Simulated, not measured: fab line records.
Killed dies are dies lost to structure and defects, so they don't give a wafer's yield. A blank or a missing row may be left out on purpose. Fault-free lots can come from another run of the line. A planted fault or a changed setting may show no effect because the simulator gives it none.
Commonality check across tools    flow nandHarc    Lots sampled 7, wafers sampled 20

REASON FOR OPENING
Flagged at NHARC_END_SORT_01: reading sort_bin_2_pct, on 2 of 7 lots. Wafers without a fault read 1.3 %, standard deviation 0.56.
Rule: a lot is flagged when every wafer of it that has a number lies more than 4 standard deviations from that mean, or none has a number. The rest of the lots are taken to be sound.

lot   measured      on         sort_bin_2_pct (%), wafer by wafer  flag
L117  day 19 19:08  prober-02  0.9 0.7 0.7                         
L118  day 20 17:37  prober-02  1.6 2.5 1.2                         
L121  day 21 09:38  prober-01  1.2 2.2 1.9                         
L123  day 22 04:41  prober-02  0.9 0.9 0.6                         
L125  day 22 04:44  prober-01  96.0 97.6 97.0                      FLAGGED
L124  day 22 21:02  prober-01  97.9 98.7                           FLAGGED
L131  day 23 21:25  prober-01  1.9 1.8 1.2                         
Averaged over the flagged lots the numbers come to 97.4 %, +96.1 % from the usual (+99 or more standard deviations).

WHICH TOOL RAN EACH LOT
The record holds 4 process steps before the reading, out of a route of 1159 steps. Cell contents, in order: the tool; ch with the chambers the sampled wafers went through; the start.
lot   flag     NHARC_A_M0_ANNEAL_30             NHARC_A_M0_DEP_32              NHARC_A_M1_ETCH_15                 NHARC_A_M1_PVD_20
L117           rtpAnneal-01 ch 0, day 18 04:37  pecvd-02 ch 0,1, day 18 05:38  rieDiel-10 ch 0,3, day 18 07:25    pvdSputter-02, day 19 19:08 or earlier
L118           rtpAnneal-02 ch 0, day 18 23:02  pecvd-01 ch 0,1, day 19 00:04  rieDiel-12 ch 0,1, day 19 01:39    pvdSputter-02, day 20 17:37 or earlier
L121           rtpAnneal-01 ch 0, day 19 19:43  pecvd-03 ch 1,2, day 19 20:43  rieDiel-12 ch 0,2,3, day 19 22:09  pvdSputter-02, day 21 09:38 or earlier
L123           rtpAnneal-01 ch 0, day 20 11:22  pecvd-01 ch 1,2, day 20 12:20  rieDiel-12 ch 0,2, day 20 13:53    pvdSputter-03, day 22 04:41 or earlier
L125  FLAGGED  rtpAnneal-01 ch 0, day 20 12:13  pecvd-03 ch 0,2, day 20 13:08  rieDiel-10 ch 1,2,3, day 20 14:47  pvdSputter-01, day 22 04:44 or earlier
L124  FLAGGED  rtpAnneal-02 ch 0, day 20 19:40  pecvd-02 ch 2, day 20 20:35    rieDiel-12 ch 0,3, day 20 22:08    pvdSputter-01, day 22 21:02 or earlier
L131           rtpAnneal-02 ch 0, day 22 03:28  pecvd-01 ch 1,2, day 22 04:33  rieDiel-12 ch 2,3, day 22 06:09    pvdSputter-01, day 23 21:25 or earlier
These steps, and what they do:
- NHARC_A_M0_ANNEAL_30: time 90 s.
- NHARC_A_M0_DEP_32: deposits SiCN, target thk 30 nm.
- NHARC_A_M1_ETCH_15: etches the open film in C4F8/Ar, target depth 182.5 nm, time 91.2 s.
- NHARC_A_M1_PVD_20: deposits TaN, target thk 5 nm, time 8.06 s.
- NHARC_END_SORT_01

FLAGGED AGAINST TOTAL, ONE TOOL AT A TIME (gauges that did the reading follow at the end)
step                  tool           lots run  flagged  share of the flagged lots  sound lots run after its first flagged lot
NHARC_A_M0_ANNEAL_30  rtpAnneal-01   4         1        some                       0
NHARC_A_M0_ANNEAL_30  rtpAnneal-02   3         1        some                       1 (L131)
NHARC_A_M0_DEP_32     pecvd-01       3         0        none                       -
NHARC_A_M0_DEP_32     pecvd-02       2         1        some                       0
NHARC_A_M0_DEP_32     pecvd-03       2         1        some                       0
NHARC_A_M1_ETCH_15    rieDiel-10     2         1        some                       0
NHARC_A_M1_ETCH_15    rieDiel-12     5         1        some                       1 (L131)
NHARC_A_M1_PVD_20     pvdSputter-01  3         2        all                        1 (L131)
NHARC_A_M1_PVD_20     pvdSputter-02  3         0        none                       -
NHARC_A_M1_PVD_20     pvdSputter-03  1         0        none                       -
NHARC_END_SORT_01     prober-01      4         2        all                        1 (L131)
NHARC_END_SORT_01     prober-02      3         0        none                       -
With no start given for some of its lots, NHARC_A_M1_PVD_20 uses the hours and lot order of NHARC_END_SORT_01.

WHAT THE TABLE PERMITS
pvdSputter-01 at NHARC_A_M1_PVD_20 and prober-01 at NHARC_END_SORT_01 are the 2 rows of the table that ran each flagged lot.
- pvdSputter-01 at NHARC_A_M1_PVD_20 ran 3 lots, 2 of them flagged. Sound lots followed the first flagged one (L131) on it, something a lasting fault affecting the whole tool could not allow.
- prober-01 at NHARC_END_SORT_01 ran 4 lots, 2 of them flagged. Sound lots followed the first flagged one (L131) on it, something a lasting fault affecting the whole tool could not allow.
Not one row of the table ran every flagged lot while running no sound lot after the first.

WHAT THE SIMULATOR HAD PUT IN
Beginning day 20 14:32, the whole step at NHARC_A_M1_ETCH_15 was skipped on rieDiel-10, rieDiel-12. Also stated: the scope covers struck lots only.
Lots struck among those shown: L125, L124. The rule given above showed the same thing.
